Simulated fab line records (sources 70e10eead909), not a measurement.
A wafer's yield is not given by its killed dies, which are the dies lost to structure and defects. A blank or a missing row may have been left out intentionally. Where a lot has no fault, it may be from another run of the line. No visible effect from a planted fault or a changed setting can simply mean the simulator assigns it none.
A lot that was struck, set against a sound lot :: flow nand-harc :: 43 out of 1302 route steps
Sound: these wafers, L147.1, L147.3, L147.4. Wafers struck: L165.1, L165.4, L165.6. The cause comes at the end.
Per side, at each step with rows, come the tool, then ch with its chambers, and then its first start. Under that, the readings that differ: sound wafers :: struck wafers :: difference of the means :: sigmas: that difference in standard deviations of wafers without a fault.
alike: a reading whose means differ by less than 2 such deviations, as well as words and numbers matching on both sides. not compared: withheld readings; readings where some wafer has no value; bounds like >300 that might hide an equal value; numbers whose values overlap and for which the record gives no deviation.
A row with sigmas, a row that says differs or no value, or rows on one side alone: a step with any of these is where the two part. Numbers that don't overlap but have no deviation are shown without sigmas and don't part them. A reading that every wafer of one side lacks parts them only if that side has two wafers or more.

first, 3 steps without rows for these wafers: NHARC_A_CONTACT_EXPOSE_66 (exposes mask A CC 2); NHARC_A_CONTACT_PEB_67 (peb time 65 s); NHARC_A_CONTACT_DEVELOP_68 (develop time 35 s).
NHARC_A_CONTACT_CD_MEAS_69: the cd target is 300 nm.
  sound on cd-sem-01 ch 0, day 22 07:16; struck on cd-sem-03 ch 0, day 29 02:07
  alike: cd-nm
NHARC_A_CONTACT_OVL_MEAS_70:
  struck on overlay-02, day 29 02:13; sound on overlay-02, day 22 07:21
  alike: overlay-x-nm, overlay-y-nm
NHARC_A_CONTACT_INSPECT_71:
  struck on defect-inspect-01, day 29 02:15; sound on defect-inspect-02, day 22 07:23
  alike: raw-defect-count
then, 1 step without rows for these wafers: NHARC_A_CONTACT_DESCUM_74 (chemistry O2, time 3 s).
NHARC_A_CONTACT_ETCH_75: etches the open film in CF4, target depth 39 nm, time 65 s.
  sound on rie-diel-07 ch 1,2,3, day 22 07:34; struck on rie-diel-07 ch 0,2,3, day 29 02:23
  alike: cf4-flow-sccm, drypump-motor-current-A, oes-product-au, rf-vpp-V, showerhead-plenum-p-Torr, throttle-valve-pct
  not compared: rf-hours-counter-h
then, 4 steps without rows for these wafers: NHARC_A_CONTACT_ETCH_76 (etches the open film in N2/H2, target depth 260 nm, time 475.3 s); NHARC_A_CONTACT_ETCH_77 (etches the open film in CF4/CHF3, target depth 108.9 nm, time 54.5 s); NHARC_A_CONTACT_ETCH_78 (etches the open film in O2/COS, target depth 5300 nm, time 1378 s); NHARC_A_CONTACT_ETCH_124 (etches the open film in C4F8/O2/Ar, time 140 s, target depth 700 nm).
NHARC_A_CONTACT_ETCH_125: etches the open film in C4F8/O2/Ar, time 197 s, target depth 1918 nm.
  sound on har-cap-etch-02 ch 0,1, day 22 09:13; struck on har-cap-etch-02 ch 0,1, day 29 04:09
  not compared: rf-hours-counter-h
NHARC_A_CONTACT_ETCH_126: etches the open film in C4F8/O2/Ar, time 197 s, target depth 1918 nm.
  sound on har-cap-etch-02 ch 0,1, day 22 09:23; struck on har-cap-etch-02 ch 0,1, day 29 04:23
  not compared: rf-hours-counter-h
NHARC_A_CONTACT_ETCH_127: etches the open film in C4F8/O2/Ar, time 197 s, target depth 1918 nm.
  sound on har-cap-etch-02 ch 0,1, day 22 09:34; struck on har-cap-etch-02 ch 0,1, day 29 04:37
  not compared: rf-hours-counter-h
then, 3 steps without rows for these wafers: NHARC_A_CONTACT_ETCH_128 (etches the open film in C4F8/O2/Ar, time 197 s, target depth 1918 nm); NHARC_A_CONTACT_ETCH_129 (etches the open film in C4F8/O2/Ar, time 197 s, target depth 1918 nm); NHARC_A_CONTACT_ETCH_130 (etches the open film in C4F8/O2/Ar, time 197 s, target depth 1918 nm).
NHARC_A_CONTACT_ETCH_131: etches the open film in C4F8/O2/Ar, time 197 s, target depth 1918 nm.
  sound on har-cap-etch-02 ch 0,1, day 22 10:16; struck on har-cap-etch-02 ch 0,1, day 29 05:34
  not compared: rf-hours-counter-h
then, 4 steps without rows for these wafers: NHARC_A_CONTACT_ETCH_132 (etches the open film in C4F8/O2/Ar, time 197 s, target depth 1924 nm); NHARC_A_CONTACT_ETCH_133 (etches the open film in C4F8/O2/Ar, time 374 s, target depth 1610 nm); NHARC_A_CONTACT_ETCH_91 (etches the open film in CH3F/O2, target depth 40 nm, time 85.7 s); NHARC_A_CONTACT_ETCH_97 (etches the open film in C4F6/O2, target depth 20 nm, time 10 s).
NHARC_A_CONTACT_CD_MEAS_80:
  struck on cd-sem-03, day 29 07:10; sound on cd-sem-02, day 22 11:38
  alike: cd-nm
then, 4 steps without rows for these wafers: NHARC_A_CONTACT_STRIP_103 (strips in N2/H2); NHARC_A_CONTACT_STRIP_104 (strips in CF4/CHF3); NHARC_A_CONTACT_STRIP_105 (strips in O2/COS); NHARC_A_CONTACT_ETCH_106 (etches the open film in CF4/O2, target depth 90 nm, overetch 9 nm, time 49.5 s).
NHARC_A_CONTACT_STRIP_82: strips in O2.
  sound on rie-diel-07 ch 1,2,3; struck on rie-diel-07 ch 1,3
  alike: drypump-motor-current-A, o2-flow-sccm, oes-product-au, rf-vpp-V, showerhead-plenum-p-Torr, throttle-valve-pct
  not compared: rf-hours-counter-h
then, 13 steps without rows for these wafers: NHARC_A_CONTACT_STRIP_83 (strips in post etch residue remover, time 600 s); NHARC_A_CONTACT_DEP_84 (deposits aC, target thk 2800 nm); NHARC_A_CONTACT_DEP_85 (deposits SiON, target thk 60 nm); NHARC_A_CONTACT_DEHYDRATE_00 (time 120 s); NHARC_A_CONTACT_HMDS_01 (time 30 s); NHARC_A_CONTACT_COAT_86 (time 75 s); NHARC_A_CONTACT_COAT_87 (time 65 s); NHARC_A_CONTACT_COAT_02 (resist thk 90 nm); NHARC_A_CONTACT_SOFTBAKE_03 (time 55 s); NHARC_A_CONTACT_EBR_04; NHARC_A_CONTACT_EXPOSE_05 (exposes mask A CC); NHARC_A_CONTACT_PEB_06 (peb time 65 s); NHARC_A_CONTACT_DEVELOP_07 (develop time 35 s).
-- record jumps: 2 days between struck wafers' starts before vs after; left off in module A_CONTACT, resumes in module END, first step shown is number 1302 of the route --
NHARC_END_SORT_01:
  only the struck wafers appear in the record here, on prober-02 ch 0 at day 31 13:20; the sound ones have no rows

== WHERE THEY PART ==
At NHARC_END_SORT_01 and nowhere else, as far as this record goes.

WHY: the cause the simulator had injected
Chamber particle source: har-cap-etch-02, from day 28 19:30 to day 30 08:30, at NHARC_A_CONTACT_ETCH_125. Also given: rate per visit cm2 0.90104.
